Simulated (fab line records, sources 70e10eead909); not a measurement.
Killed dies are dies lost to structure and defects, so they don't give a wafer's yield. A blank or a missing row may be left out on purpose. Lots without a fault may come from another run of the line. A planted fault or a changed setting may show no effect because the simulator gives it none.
Problem report in the 8D (eight disciplines) form, filled by code | flow nand_harc | the parts of the form that need people (team, actions taken, sign-off) are left out

1. THE PROBLEM
thk_nm at NHARC_A_SGD_CUT_THK_MEAS_22 reads a mean of 75.9 nm on 4 wafers of 3 lots; wafers without a fault read 148.4 nm with a standard deviation of 1.3. That is -56 standard deviations from the usual mean.
The step: measures by ellipsometry.
First seen on wafer L470.4, day 24 15:23, on film_metro-01. The record holds 35 wafers of 12 lots with a number at this step. Rule for "out", or "out of limits": more than 4 standard deviations from the usual mean. The other wafers with a number count as sound.

2. WHAT IT IS AND WHAT IT IS NOT
question                    | is                             | is not
which readings at this step | thk_nm                         | -
which lots                  | L470, L472, L473               | L458, L460, L461, L474, L476, L477, L479, L480, L481
which wafers of those lots  | L470.4, L472.4, L472.6, L473.6 | L470.1, L470.3, L473.2, L473.3
read on which gauges        | film_metro-01, film_metro-02   | -
when                        | from day 24 15:23              | up to then (11 sound wafers); but 20 sound wafers of L473, L474, L476, L477, L479, L480, L481 came after

3. SUSPECTS, AND WHAT RULES EACH OUT
Counting: a tool at a process step up to the reading stays a suspect if it ran every lot that is out. Sound lots after the first of them don't rule it out here, since some wafers of a struck lot are sound.
- the gauge at NHARC_A_SGD_CUT_THK_MEAS_22: ruled out. The wafers that are out were read on 2 gauges (film_metro-01, film_metro-02).
- fcvd-01 at NHARC_A_SGD_CUT_DEP_20 (deposits SiO2, target thk 150 nm): kept. It ran every lot that is out, first L470 (day 24 10:08); its last sound lot up to then is L461 (day 21 06:54).
Left after counting: fcvd-01 at NHARC_A_SGD_CUT_DEP_20.

4. THE CAUSE (what the simulator had put in)
Process parameter drift: fcvd-01, from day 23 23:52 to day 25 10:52, at NHARC_A_SGD_CUT_DEP_20. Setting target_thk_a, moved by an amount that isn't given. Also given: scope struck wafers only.
Counting left only this tool.

5. THE CHAIN OF EFFECTS, in route order
Each row: a reading whose mean over the struck wafers that have a number lies more than 3 standard deviations from the usual. Only readings for which the record gives a usual standard deviation are gone through. hours: the time from each lot's start at the first step in this table that gives one to its start at this step, as a median over the lots. sigmas: the change in usual standard deviations.
hours | step                        | reading            | usual    | on struck wafers | change | sigmas
0     | NHARC_A_SGD_CUT_CMP_21      | time_to_endpoint_s | 50.0 s   | 26.2             | -23.8  | -10
0     | NHARC_A_SGD_CUT_THK_MEAS_22 | thk_nm             | 148.4 nm | 75.9             | -72.5  | -56
The process steps in it:
- NHARC_A_SGD_CUT_CMP_21: polishes, target thk 148.19 nm.
Later measuring or inspecting steps at which every struck wafer that the step has a row for has a number for every such reading, and none has moved that far: NHARC_A_SGD_CUT_INSPECT_25, NHARC_END_SORT_01.

6. WHAT WOULD HAVE CAUGHT IT SOONER
In this record the first reading out of limits at a measuring or inspecting step was taken at day 24 15:23, 16 hours after the fault began at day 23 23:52.
Of the lots that are out (3), L473, L472 began NHARC_A_SGD_CUT_DEP_20 on fcvd-01 after day 24 15:23. A hold on the tool at that time would have spared those 2.
